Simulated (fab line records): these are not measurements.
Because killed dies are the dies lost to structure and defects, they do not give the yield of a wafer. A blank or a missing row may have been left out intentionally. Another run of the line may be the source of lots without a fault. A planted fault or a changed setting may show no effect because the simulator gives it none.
Split-lot trial	flow n5Finfet	21 wafers read from 7 lots, route of 1938 steps

== SPLIT DETAILS ==
At N5_PASSIVATION_EXPOSE_41 (exposes mask PASS OPEN, defocus 0 nm, target cd 40000 nm), the setting doseMj was moved away from the recipe's 57.25 on 12 of the 21 wafers read, by -4.1% to +6.9%. The other wafers ran this setting at the recipe's value.

== FROM THE SPLIT TO THE READING: what the file shows between them, 3 steps ==
- N5_PASSIVATION_PEB_42
- N5_PASSIVATION_DEVELOP_43: develop time 60 s
- N5_PASSIVATION_HARDBAKE_45: time 120 s

== THE READING ==
cdNm, in nm, at N5_PASSIVATION_CD_MEAS_44 (target cd 40000 nm). Fault-free wafers of this fab line usually give 39999 nm, standard deviation 3.1 nm.

wafer	tool, chamber at the split	doseMj as run	against the recipe	cdNm, nm	against lot-mates on the recipe
L077.3	krfScanner-02, 0	60.08	+4.9%	40014	no lot-mate on the recipe
L077.5	krfScanner-02, 0	60.08	+4.9%	40014	no lot-mate on the recipe
L077.6	krfScanner-02, 0	60.08	+4.9%	40014	no lot-mate on the recipe
L078.4	krfScanner-01, 0	61.18	+6.9%	40022	+23
L078.5	krfScanner-01, 0	57.25	recipe	39999	-
L078.6	krfScanner-01, 0	61.18	+6.9%	40025	+26
L076.3	krfScanner-02, 0	57.25	recipe	40002	-
L076.4	krfScanner-02, 0	57.25	recipe	40004	-
L076.6	krfScanner-02, 0	57.25	recipe	40002	-
L083.3	krfScanner-02, 0	57.25	recipe	40001	-
L083.5	krfScanner-02, 0	58.4	+2.0%	40008	+4
L083.6	krfScanner-02, 0	57.25	recipe	40006	-
L090.3	krfScanner-02, 0	57.25	recipe	39995	-
L090.4	krfScanner-02, 0	61.21	+6.9%	40020	+26
L090.6	krfScanner-02, 0	57.25	recipe	39994	-
L094.2	krfScanner-02, 0	57.25	recipe	39998	-
L094.3	krfScanner-02, 0	54.88	-4.1%	39984	-14
L094.4	krfScanner-02, 0	54.88	-4.1%	39984	-14
L082.2	krfScanner-02, 0	61.05	+6.6%	40020	no lot-mate on the recipe
L082.4	krfScanner-02, 0	61.05	+6.6%	40023	no lot-mate on the recipe
L082.6	krfScanner-02, 0	61.05	+6.6%	40026	no lot-mate on the recipe

FIT RESULTS
A straight line over all 21 wafers: cdNm changes by +3.37 nm for each +1% of doseMj; r = +0.97; the points scatter about the line by 3.1 nm.
The same after taking each lot's own level away (the mean of its wafers on the recipe; 15 wafers): +3.53 nm for each +1%; r = +0.99; scatter 1.5 nm.
On that fit, the largest move of doseMj shifts the reading by 24 nm.
Across the lots, their own levels run from 39994.5 to 40003.5 nm, a range of 2.9 times the standard deviation given above.
The two slopes agree, so the slope changes little with the lot-to-lot level.
Check: for one of the wafers moved furthest among these (+6.9%), held out of the fit, the line's prediction against its lot-mates is +24.1 nm. Against them it came out at +25.5 nm.

== OTHER SPLITS ON THESE WAFERS ==
Note: prior to the reading, these wafers also went through further splits. Each is held against what the fit with the lots' levels taken away leaves over:
other split on the same wafers	wafers away from the commonest value	r with cdNm (lot level and that fit taken away)
N5_BEOL_M13_ETCH_59 timeS	6	-0.04
N5_BEOL_M15_COAT_04 spinRpm	5	-0.41
N5_BEOL_M15_ETCH_59 timeS	5	+0.32
N5_BEOL_M15_EXPOSE_25 doseMj	5	+0.30
N5_BEOL_M15_PEB_26 pebTimeS	7	+0.17
N5_MIM_BOT_LITHO_PEB_06 pebTimeS	as run: not given for these wafers	-

== FILE'S OWN FIT ==
cdNm changes by +3.56 nm for each +1% of doseMj, r = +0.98.
